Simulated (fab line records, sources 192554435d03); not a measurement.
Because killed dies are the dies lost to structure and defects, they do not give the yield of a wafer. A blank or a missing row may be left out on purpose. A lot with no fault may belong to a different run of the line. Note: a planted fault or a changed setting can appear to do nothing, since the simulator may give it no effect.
Split-lot experiment	flow n5 finfet	39 wafers read from 7 lots, route of 1938 steps

== ON THE SPLIT ==
At N5_MOL_CONTACT_COAG_ETCHBACK_135 (etches SiO2 in CHF3, target depth 25 nm, time 16.7 s), the setting time s was moved away from the recipe's 16.7 s on 12 of the 39 wafers read, by -39.1% to +44.3%. This setting was run at the recipe's value on the other wafers.

Reading taken at the split's own step.

== THE READING ==
SOC_of_MOL_CONTACT_COAG_COAT_75.thk nm (the simulator's own value, which no gauge read), in nm, at N5_MOL_CONTACT_COAG_ETCHBACK_135 (etches SiO2 in CHF3, target depth 25 nm, time 16.7 s). The file does not state a usual value for it. Across the 27 wafers here that went through the recipe, the average is 57.4 nm and the standard deviation 0.14 nm.

wafer	tool, chamber at the split	time s as run, s	against the recipe	SOC_of_MOL_CONTACT_COAG_COAT_75.thk nm, nm	against lot-mates on the recipe
L075.2	rie diel-04, 2,0,2	16.7	recipe	57.4	-
L075.4	rie diel-04, 2,0,2	16.7	recipe	57.4	-
L075.6	rie diel-04, 2,0,2	16.7	recipe	57.4	-
L078.1	rie diel-05, 3,0,1	16.7	recipe	57.4	-
L078.5	rie diel-05, 3,0,1	16.7	recipe	57.4	-
L078.6	rie diel-05, 3,0,1	16.7	recipe	57.4	-
L078.2	rie diel-05, 1	24.1	+44.3%	56.2	-1.2
L078.3	rie diel-05, 0,2	24.1	+44.3%	56.4	-1.0
L078.4	rie diel-05, 0,2	24.1	+44.3%	56.4	-1.0
L080.1	rie diel-01, 1	16.7	recipe	57.6	-
L080.2	rie diel-01, 2,0,2	10.17	-39.1%	58.6	+1.0
L080.3	rie diel-01, 2,0,2	10.17	-39.1%	58.6	+1.0
L080.5	rie diel-01, 2,0,2	10.17	-39.1%	58.6	+1.0
L080.4	rie diel-01, 3	16.7	recipe	57.8	-
L080.6	rie diel-01, 3	16.7	recipe	57.4	-
L083.1	rie diel-04, 0,1,3,2,2,1	16.7	recipe	57.4	-
L083.2	rie diel-04, 0,1,3,2,2,1	16.7	recipe	57.4	-
L083.3	rie diel-04, 0,1,3,2,2,1	16.7	recipe	57.4	-
L083.4	rie diel-04, 0,1,3,2,2,1	16.7	recipe	57.4	-
L083.5	rie diel-04, 0,1,3,2,2,1	16.7	recipe	57.4	-
L083.6	rie diel-04, 0,1,3,2,2,1	16.7	recipe	57.4	-
L088.1	rie diel-01, 0,1	16.7	recipe	57.4	-
L088.4	rie diel-01, 0,1	16.7	recipe	57.4	-
L088.2	rie diel-01, 2	22.85	+36.8%	56.6	-0.7
L088.3	rie diel-01, 3,2	22.85	+36.8%	56.4	-0.9
L088.6	rie diel-01, 3,2	22.85	+36.8%	56.4	-0.9
L088.5	rie diel-01, 1	16.7	recipe	57.2	-
L089.1	rie diel-01, 2,0	16.7	recipe	57.4	-
L089.2	rie diel-01, 2,0	16.7	recipe	57.4	-
L089.3	rie diel-01, 3,1,3,0	16.7	recipe	57.2	-
L089.4	rie diel-01, 3,1,3,0	16.7	recipe	57.2	-
L089.5	rie diel-01, 3,1,3,0	16.7	recipe	57.2	-
L089.6	rie diel-01, 3,1,3,0	16.7	recipe	57.2	-
L090.1	rie diel-04, 3	23.28	+39.4%	56.2	-1.3
L090.5	rie diel-04, 3	23.28	+39.4%	56.2	-1.3
L090.2	rie diel-04, 2	23.28	+39.4%	56.4	-1.1
L090.3	rie diel-04, 0	16.7	recipe	57.2	-
L090.4	rie diel-04, 0,2	16.7	recipe	57.6	-
L090.6	rie diel-04, 0,2	16.7	recipe	57.6	-
Where a row lists several chambers, the file gives one row for several wafers and doesn't say which wafer went through which chamber.

FIT RESULTS
A straight line over all 39 wafers: SOC_of_MOL_CONTACT_COAG_COAT_75.thk nm changes by -0.0273 nm for each +1% of time s; r = -0.97; the points scatter about the line by 0.14 nm.
The same after taking each lot's own level away (the mean of its wafers on the recipe; 39 wafers): -0.0258 nm for each +1%; r = -0.98; scatter 0.11 nm.
According to that fit, moving time s by its largest amount changes the reading by 1.1 nm.
Across the lots, their own levels run from 57.27 to 57.60 nm, a range of 2.4 times the standard deviation given above.
The two slopes agree, so the slope changes little with the lot-to-lot level.
Check: -1.14 nm against its lot-mates is what the line predicts for one of the wafers moved furthest among these (+44.3%) when that wafer is left out of the fit. Against them it came out at -1.2 nm.

== THESE WAFERS: OTHER SPLITS ==
Note: prior to the reading, these wafers also went through further splits. Each is held against what the fit with the lots' levels taken away leaves over:
other split on the same wafers	wafers away from the commonest value	r with SOC_of_MOL_CONTACT_COAG_COAT_75.thk nm (lot level and that fit taken away)
N5_ZERO_LAYER_DEVELOP_10 develop time s	9	+0.09
N5_FIN_SAQP_MANDREL_ETCH_22 target depth a	12	+0.35
N5_SD_EPI_N_ETCH_45 target depth a	15	+0.09

== FILE'S OWN FIT ==
SOC_of_MOL_CONTACT_COAG_COAT_75.thk nm changes by -0.0259 nm for each +1% of time s, r = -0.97.
